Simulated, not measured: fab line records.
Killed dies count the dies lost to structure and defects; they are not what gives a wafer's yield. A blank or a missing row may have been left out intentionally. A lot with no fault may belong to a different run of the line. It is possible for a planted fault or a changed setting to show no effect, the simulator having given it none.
One fault seen from 2 desks :: flow nand-harc :: what lay behind the numbers comes last; until then each desk has only its own

FROM THE METROLOGY DESK
Lot by lot, what the gauges showed, no matter which tool ran the lot: averages of those sampled wafers that carry a number. Marked OUT: a lot whose mean sits more than 4 standard deviations from the usual mean, which makes it out of limits; the brackets give that distance.
Columns: A = cd-nm at NHARC_P_ZERO_WELL_CD_MEAS_52, usual 1999.5 nm
lot: L954
first seen here: day 3 07:53
A: 2000.9

lot: L955
first seen here: day 3 18:44
A: 2000.7

lot: L957
first seen here: day 4 14:07
A: 2001.2

lot: L958
first seen here: day 5 03:52
A: 1999.9

lot: L961
first seen here: day 6 05:56
A: 1999.5

lot: L963
first seen here: day 7 02:10
A: 1999.4

lot: L965
first seen here: day 7 21:43
A: 1998.9

lot: L966
first seen here: day 8 07:55
A: 1997.6

lot: L971
first seen here: day 10 09:39
A: 1998.5

lot: L972
first seen here: day 10 20:13
A: 1997.7

lot: L974
first seen here: day 11 15:46
A: 1999.8
Finding of this desk: none of the 11 lots has anything out of limits.

THE DEFECT DESK
Inspection counts along the route, by lot: the mean over sampled wafers that carry a number. Marked OUT: a lot whose mean sits more than 4 standard deviations from the usual mean, which makes it out of limits; the brackets give that distance.
Columns: A = raw-defect-count at NHARC_P_STI_INSPECT_25, usual 212; B = raw-defect-count at NHARC_P_GATE_INSPECT_28, usual 5.7; C = raw-defect-count at NHARC_P_GATE_INSPECT_68, usual 195
lot: L954
first seen here: day 5 05:41
A: 153
B: 5.3
C: 170

lot: L955
first seen here: day 5 20:52
A: 276
B: 6.3
C: 218

lot: L957
first seen here: day 6 21:35
A: 221
B: 4.7
C: 244

lot: L958
first seen here: day 7 04:23
A: 228
B: 9.0
C: 182

lot: L961
first seen here: day 8 04:08
A: 154
B: 4.0
C: 112

lot: L963
first seen here: day 8 23:38
A: 224
B: 3.7
C: 223

lot: L965
first seen here: day 10 03:40
A: 357
B: 4.7
C: 259

lot: L966
first seen here: day 10 03:41
A: 199
B: 7.7
C: 170

lot: L971
first seen here: day 12 12:41
A: 634 (+5.5) OUT
B: 388.3 (+99 or more) OUT
C: 647 (+6.5) OUT

lot: L972
first seen here: day 12 16:19
A: 595 (+5.0) OUT
B: 374.0 (+99 or more) OUT
C: 547 (+5.0) OUT

lot: L974
first seen here: day 13 17:18
A: 193
B: 6.3
C: 173
Finding of this desk: L971, L972 out of limits; the first was L971 at day 12 12:41, on raw-defect-count at NHARC_P_STI_INSPECT_25. L954, L955, L957, L958, L961, L963, L965, L966, L974: within limits.

ALL TOGETHER
The defect desk could have raised an alarm at day 12 12:41, on L971, L972.
The metrology desk saw nothing out of limits.
The metrology desk has L971, L972 on record, within its limits.
All the named lots went through NHARC_P_STI_STRIP_24 on wet-bench-04.

WHAT THE SIMULATOR HAD PUT IN
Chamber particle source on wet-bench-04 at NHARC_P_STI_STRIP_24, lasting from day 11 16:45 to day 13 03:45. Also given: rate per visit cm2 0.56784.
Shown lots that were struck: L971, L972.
Hours from the fault's start to each desk's first reading out of limits: the defect desk, 20.
